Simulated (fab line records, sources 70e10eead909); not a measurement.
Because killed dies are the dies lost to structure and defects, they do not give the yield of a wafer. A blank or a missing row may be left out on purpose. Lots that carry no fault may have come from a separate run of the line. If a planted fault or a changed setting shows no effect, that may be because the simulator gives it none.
Chamber matching || flow nand harc || NHARC_A_SGD_CUT_DESCUM_14 on rie diel-06 has 4 sister chambers
The step chemistry O2, time 3 s. 24 wafers are shown with their chamber, then 12 later ones without.

WAFERS PAIRED WITH THEIR CHAMBERS
{"wafer": "L077.2", "chamber": 3, "showerhead plenum p Torr (Torr)": 1.84, "drypump motor current A (A)": 5.56, "oes product au (a.u.)": 0.993}
{"wafer": "L077.4", "chamber": 1, "showerhead plenum p Torr (Torr)": 1.93, "drypump motor current A (A)": 5.63, "oes product au (a.u.)": 1.004}
{"wafer": "L077.6", "chamber": 2, "showerhead plenum p Torr (Torr)": 1.98, "drypump motor current A (A)": 5.83, "oes product au (a.u.)": 0.992}
{"wafer": "L080.3", "chamber": 2, "showerhead plenum p Torr (Torr)": 1.98, "drypump motor current A (A)": 5.82, "oes product au (a.u.)": 0.989}
{"wafer": "L080.4", "chamber": 0, "showerhead plenum p Torr (Torr)": 2.03, "drypump motor current A (A)": 5.29, "oes product au (a.u.)": 1.006}
{"wafer": "L080.5", "chamber": 3, "showerhead plenum p Torr (Torr)": 1.84, "drypump motor current A (A)": 5.56, "oes product au (a.u.)": 1.008}
{"wafer": "L078.1", "chamber": 3, "showerhead plenum p Torr (Torr)": 1.84, "drypump motor current A (A)": 5.53, "oes product au (a.u.)": 1.011}
{"wafer": "L078.3", "chamber": 0, "showerhead plenum p Torr (Torr)": 2.03, "drypump motor current A (A)": 5.29, "oes product au (a.u.)": 1.005}
{"wafer": "L078.5", "chamber": 1, "showerhead plenum p Torr (Torr)": 1.93, "drypump motor current A (A)": 5.61, "oes product au (a.u.)": 1.010}
{"wafer": "L081.2", "chamber": 2, "showerhead plenum p Torr (Torr)": 1.98, "drypump motor current A (A)": 5.86, "oes product au (a.u.)": 1.005}
{"wafer": "L081.5", "chamber": 2, "showerhead plenum p Torr (Torr)": 1.97, "drypump motor current A (A)": 5.82, "oes product au (a.u.)": 0.999}
{"wafer": "L081.6", "chamber": 3, "showerhead plenum p Torr (Torr)": 1.84, "drypump motor current A (A)": 5.57, "oes product au (a.u.)": 0.999}
{"wafer": "L083.1", "chamber": 3, "showerhead plenum p Torr (Torr)": 1.84, "drypump motor current A (A)": 5.55, "oes product au (a.u.)": 1.000}
{"wafer": "L083.2", "chamber": 2, "showerhead plenum p Torr (Torr)": 1.97, "drypump motor current A (A)": 5.87, "oes product au (a.u.)": 0.993}
{"wafer": "L083.3", "chamber": 0, "showerhead plenum p Torr (Torr)": 2.03, "drypump motor current A (A)": 5.29, "oes product au (a.u.)": 0.993}
{"wafer": "L085.4", "chamber": 2, "showerhead plenum p Torr (Torr)": 1.97, "drypump motor current A (A)": 5.81, "oes product au (a.u.)": 0.995}
{"wafer": "L085.5", "chamber": 1, "showerhead plenum p Torr (Torr)": 1.93, "drypump motor current A (A)": 5.53, "oes product au (a.u.)": 1.003}
{"wafer": "L085.6", "chamber": 2, "showerhead plenum p Torr (Torr)": 1.97, "drypump motor current A (A)": 5.81, "oes product au (a.u.)": 0.998}
{"wafer": "L088.3", "chamber": 1, "showerhead plenum p Torr (Torr)": 1.93, "drypump motor current A (A)": 5.56, "oes product au (a.u.)": 1.007}
{"wafer": "L088.5", "chamber": 1, "showerhead plenum p Torr (Torr)": 1.93, "drypump motor current A (A)": 5.58, "oes product au (a.u.)": 1.025}
{"wafer": "L088.6", "chamber": 0, "showerhead plenum p Torr (Torr)": 2.03, "drypump motor current A (A)": 5.28, "oes product au (a.u.)": 1.003}
{"wafer": "L091.1", "chamber": 1, "showerhead plenum p Torr (Torr)": 1.93, "drypump motor current A (A)": 5.57, "oes product au (a.u.)": 1.003}
{"wafer": "L091.3", "chamber": 0, "showerhead plenum p Torr (Torr)": 2.03, "drypump motor current A (A)": 5.28, "oes product au (a.u.)": 0.988}
{"wafer": "L091.5", "chamber": 1, "showerhead plenum p Torr (Torr)": 1.93, "drypump motor current A (A)": 5.61, "oes product au (a.u.)": 1.010}

SIGNATURES (averages over the wafers above)
{"reading": "showerhead plenum p Torr", "chamber 0": 2.0300, "chamber 1": 1.9300, "chamber 2": 1.9743, "chamber 3": 1.8400, "scatter within a chamber": 0.00293}
{"reading": "drypump motor current A", "chamber 0": 5.2860, "chamber 1": 5.5843, "chamber 2": 5.8314, "chamber 3": 5.5540, "scatter within a chamber": 0.0242}
{"reading": "oes product au", "chamber 0": 0.99900, "chamber 1": 1.00886, "chamber 2": 0.99586, "chamber 3": 1.00220, "scatter within a chamber": 0.00706}
Rule: distance of a wafer from a chamber = root of the sum over the readings of ((wafer's reading minus chamber's mean) / reading's scatter) squared. The wafer belongs to the nearest chamber; if the next one is less than 2 further off, it can't be placed. The scatter: take each reading less its chamber's mean, square it, sum over the shown wafers, divide by the number of wafers less the number of chambers, and take the root.

WAFERS WITH NO CHAMBER GIVEN
{"wafer": "L087.1", "showerhead plenum p Torr (Torr)": 1.97, "drypump motor current A (A)": 5.84, "oes product au (a.u.)": 0.984}
{"wafer": "L087.4", "showerhead plenum p Torr (Torr)": 1.93, "drypump motor current A (A)": 5.59, "oes product au (a.u.)": 0.998}
{"wafer": "L087.6", "showerhead plenum p Torr (Torr)": 2.03, "drypump motor current A (A)": 5.31, "oes product au (a.u.)": 0.992}
{"wafer": "L092.2", "showerhead plenum p Torr (Torr)": 1.97, "drypump motor current A (A)": 5.83, "oes product au (a.u.)": 1.003}
{"wafer": "L092.5", "showerhead plenum p Torr (Torr)": 2.03, "drypump motor current A (A)": 5.31, "oes product au (a.u.)": 0.988}
{"wafer": "L092.6", "showerhead plenum p Torr (Torr)": 1.84, "drypump motor current A (A)": 5.58, "oes product au (a.u.)": 1.001}
{"wafer": "L096.2", "showerhead plenum p Torr (Torr)": 2.02, "drypump motor current A (A)": 5.31, "oes product au (a.u.)": 0.991}
{"wafer": "L096.3", "showerhead plenum p Torr (Torr)": 1.93, "drypump motor current A (A)": 5.58, "oes product au (a.u.)": 0.998}
{"wafer": "L096.4", "showerhead plenum p Torr (Torr)": 1.84, "drypump motor current A (A)": 5.57, "oes product au (a.u.)": 0.990}
{"wafer": "L095.1", "showerhead plenum p Torr (Torr)": 1.97, "drypump motor current A (A)": 5.86, "oes product au (a.u.)": 0.995}
{"wafer": "L095.2", "showerhead plenum p Torr (Torr)": 2.02, "drypump motor current A (A)": 5.29, "oes product au (a.u.)": 0.996}
{"wafer": "L095.4", "showerhead plenum p Torr (Torr)": 1.84, "drypump motor current A (A)": 5.56, "oes product au (a.u.)": 1.001}

EACH ONE'S CHAMBER
{"wafer": "L087.1", "from the rows above": 2, "in truth": 2}
{"wafer": "L087.4", "from the rows above": 1, "in truth": 1}
{"wafer": "L087.6", "from the rows above": 0, "in truth": 0}
{"wafer": "L092.2", "from the rows above": 2, "in truth": 2}
{"wafer": "L092.5", "from the rows above": 0, "in truth": 0}
{"wafer": "L092.6", "from the rows above": 3, "in truth": 3}
{"wafer": "L096.2", "from the rows above": 0, "in truth": 0}
{"wafer": "L096.3", "from the rows above": 1, "in truth": 1}
{"wafer": "L096.4", "from the rows above": 3, "in truth": 3}
{"wafer": "L095.1", "from the rows above": 2, "in truth": 2}
{"wafer": "L095.2", "from the rows above": 0, "in truth": 0}
{"wafer": "L095.4", "from the rows above": 3, "in truth": 3}
Placed correctly: 12 of 12. From these rows, 0 cannot be placed. Wrongly placed: 0.
